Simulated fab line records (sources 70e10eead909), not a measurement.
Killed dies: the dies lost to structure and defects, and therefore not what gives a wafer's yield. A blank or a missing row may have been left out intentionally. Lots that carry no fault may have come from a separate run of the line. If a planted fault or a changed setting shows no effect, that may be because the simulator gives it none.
Matching of chambers + flow nand-harc + NHARC_A_WL_FILL_ALD_02 on ald-metal-04 has 4 sister chambers
The step deposits TiN, target thk 2 nm, pulse time 3 s, ald cycles 100. 8 wafers are shown with their chamber, then 8 later ones without.

## EACH WAFER AND ITS CHAMBER
| wafer  | chamber | heater-power-w (W) | precursor-pulse-height-rel |
|--------|---------|--------------------|----------------------------|
| L077.1 | 3       | 1066               | 0.984                      |
| L083.4 | 2       | 1167               | 0.998                      |
| L083.5 | 2       | 1137               | 1.012                      |
| L083.6 | 1       | 1173               | 0.977                      |
| L090.3 | 3       | 1096               | 1.027                      |
| L090.4 | 0       | 867                | 1.019                      |
| L090.5 | 1       | 1142               | 1.017                      |
| L092.2 | 0       | 840                | 0.995                      |

## WAFERS WITH NO CHAMBER GIVEN
| wafer  | heater-power-w (W) | precursor-pulse-height-rel |
|--------|--------------------|----------------------------|
| L092.3 | 1169               | 1.010                      |
| L092.4 | 1163               | 1.034                      |
| L092.1 | 1079               | 0.979                      |
| L092.5 | 1171               | 1.015                      |
| L092.6 | 830                | 1.021                      |
| L096.1 | 834                | 0.945                      |
| L096.2 | 1170               | 1.006                      |
| L096.3 | 1174               | 0.998                      |

## CHAMBER TAKEN BY EACH
| wafer  | from the rows above     | in truth |
|--------|-------------------------|----------|
| L092.3 | can't be placed: 1 or 2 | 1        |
| L092.4 | can't be placed: 2 or 1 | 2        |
| L092.1 | 3                       | 3        |
| L092.5 | can't be placed: 2 or 1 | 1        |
| L092.6 | 0                       | 0        |
| L096.1 | 0                       | 0        |
| L096.2 | can't be placed: 1 or 2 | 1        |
| L096.3 | can't be placed: 1 or 2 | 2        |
Correct placement for 3 of the 8. Cannot be placed on the basis of these rows: 5; the candidates contain the true chamber in 5. Number placed wrongly: 0.
How it was worked out, from the rows above alone: a wafer's distance from a chamber is the root of the sum, over the readings, of the square of ((its reading less the chamber's mean) divided by the reading's scatter). If the next closest chamber is less than 2 further off than the closest, the wafer can't be placed; otherwise it belongs to the closest. A chamber's mean is the mean of its shown wafers. The scatter is the square root of a quotient: the sum, over the shown wafers, of each reading's squared deviation from its chamber's mean, divided by wafers minus chambers.
